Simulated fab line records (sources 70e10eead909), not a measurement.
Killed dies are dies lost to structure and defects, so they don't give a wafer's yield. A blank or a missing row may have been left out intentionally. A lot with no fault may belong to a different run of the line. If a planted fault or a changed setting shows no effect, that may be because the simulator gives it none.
Tool commonality check + flow nandHarc + Sampled: 12 lots, 36 wafers

## REASON IT WAS OPENED
At NHARC_P_ZERO_WELL_CD_MEAS_37 the reading cdNm is flagged on 1 of 12 lots. Fault-free wafers read 720.3 nm, with a standard deviation of 1.8.
Rule: a lot is flagged when every wafer of it that has a number lies more than 4 standard deviations from that mean, or none has a number. The other lots count as sound.

| lot  | measured    | on       | cdNm (nm), wafer by wafer | flag    |
|------|-------------|----------|---------------------------|---------|
| L741 | day 1 16:06 | cdSem-02 | 720.4 719.4 721.6         |         |
| L742 | day 1 22:07 | cdSem-02 | 721.3 719.1 719.8         |         |
| L743 | day 2 04:00 | cdSem-01 | 721.6 717.9 721.1         |         |
| L744 | day 2 09:59 | cdSem-03 | 722.0 718.2 718.2         |         |
| L745 | day 2 16:10 | cdSem-02 | 720.1 719.2 719.1         |         |
| L747 | day 3 03:58 | cdSem-03 | 718.2 719.7 720.3         |         |
| L749 | day 3 16:07 | cdSem-02 | 786.9 788.0 790.0         | FLAGGED |
| L758 | day 5 22:07 | cdSem-02 | 723.3 723.0 720.2         |         |
| L760 | day 6 10:14 | cdSem-02 | 719.1 718.7 722.4         |         |
| L761 | day 6 16:08 | cdSem-02 | 722.7 722.9 720.3         |         |
| L763 | day 7 04:08 | cdSem-03 | 720.0 721.4 717.6         |         |
| L764 | day 7 09:59 | cdSem-03 | 716.3 718.2 718.4         |         |
The numbers of the flagged lots are 788.3 nm on average: +68.0 nm against the usual, or +38 standard deviations.

## WHICH TOOL EACH LOT WENT THROUGH
The record keeps 1 process step preceding the reading, out of 1159 steps on the route. Cell contents, in order: the tool; ch with the chambers the sampled wafers went through; the start.
| lot  | flag    | NHARC_P_ZERO_WELL_EXPOSE_34     |
|------|---------|---------------------------------|
| L741 |         | krfScanner-02 ch 0, day 1 15:57 |
| L742 |         | krfScanner-02 ch 0, day 1 21:58 |
| L743 |         | krfScanner-01 ch 0, day 2 03:50 |
| L744 |         | krfScanner-01 ch 0, day 2 09:50 |
| L745 |         | krfScanner-04 ch 0, day 2 16:01 |
| L747 |         | krfScanner-04 ch 0, day 3 03:49 |
| L749 | FLAGGED | krfScanner-01 ch 0, day 3 15:57 |
| L758 |         | krfScanner-04 ch 0, day 5 21:58 |
| L760 |         | krfScanner-01 ch 0, day 6 10:05 |
| L761 |         | krfScanner-01 ch 0, day 6 15:59 |
| L763 |         | krfScanner-01 ch 0, day 7 03:59 |
| L764 |         | krfScanner-01 ch 0, day 7 09:50 |
What the steps here do:
- NHARC_P_ZERO_WELL_EXPOSE_34: exposes mask P PWELL, target cd 720 nm.
- NHARC_P_ZERO_WELL_CD_MEAS_37: target cd 720 nm.

## FLAGGED AGAINST TOTAL, ONE TOOL AT A TIME (gauges that did the reading follow at the end)
| step                         | tool          | lots run | flagged | share of the flagged lots | sound lots run after its first flagged lot |
|------------------------------|---------------|----------|---------|---------------------------|--------------------------------------------|
| NHARC_P_ZERO_WELL_EXPOSE_34  | krfScanner-01 | 7        | 1       | all                       | 4 (L760,L761,L763,L764)                    |
| NHARC_P_ZERO_WELL_EXPOSE_34  | krfScanner-02 | 2        | 0       | none                      | -                                          |
| NHARC_P_ZERO_WELL_EXPOSE_34  | krfScanner-04 | 3        | 0       | none                      | -                                          |
| NHARC_P_ZERO_WELL_CD_MEAS_37 | cdSem-01      | 1        | 0       | none                      | -                                          |
| NHARC_P_ZERO_WELL_CD_MEAS_37 | cdSem-02      | 7        | 1       | all                       | 3 (L758,L760,L761)                         |
| NHARC_P_ZERO_WELL_CD_MEAS_37 | cdSem-03      | 4        | 0       | none                      | -                                          |

## THE TABLE: WHAT IT ALLOWS
Rows of the table that ran all the flagged lots, 2 in number: krfScanner-01 at NHARC_P_ZERO_WELL_EXPOSE_34; cdSem-02 at NHARC_P_ZERO_WELL_CD_MEAS_37.
- krfScanner-01 at NHARC_P_ZERO_WELL_EXPOSE_34 ran 7 lots, 1 of them flagged. After the first flagged lot (L760, L761, L763, L764), sound lots still ran on it; a lasting fault on the whole tool would not permit that.
- cdSem-02 at NHARC_P_ZERO_WELL_CD_MEAS_37 ran 7 lots, 1 of them flagged. After the first flagged lot (L758, L760, L761), sound lots still ran on it; a lasting fault on the whole tool would not permit that.
Not one row of the table ran every flagged lot while running no sound lot after the first.

## WHAT WAS PUT IN BY THE SIMULATOR
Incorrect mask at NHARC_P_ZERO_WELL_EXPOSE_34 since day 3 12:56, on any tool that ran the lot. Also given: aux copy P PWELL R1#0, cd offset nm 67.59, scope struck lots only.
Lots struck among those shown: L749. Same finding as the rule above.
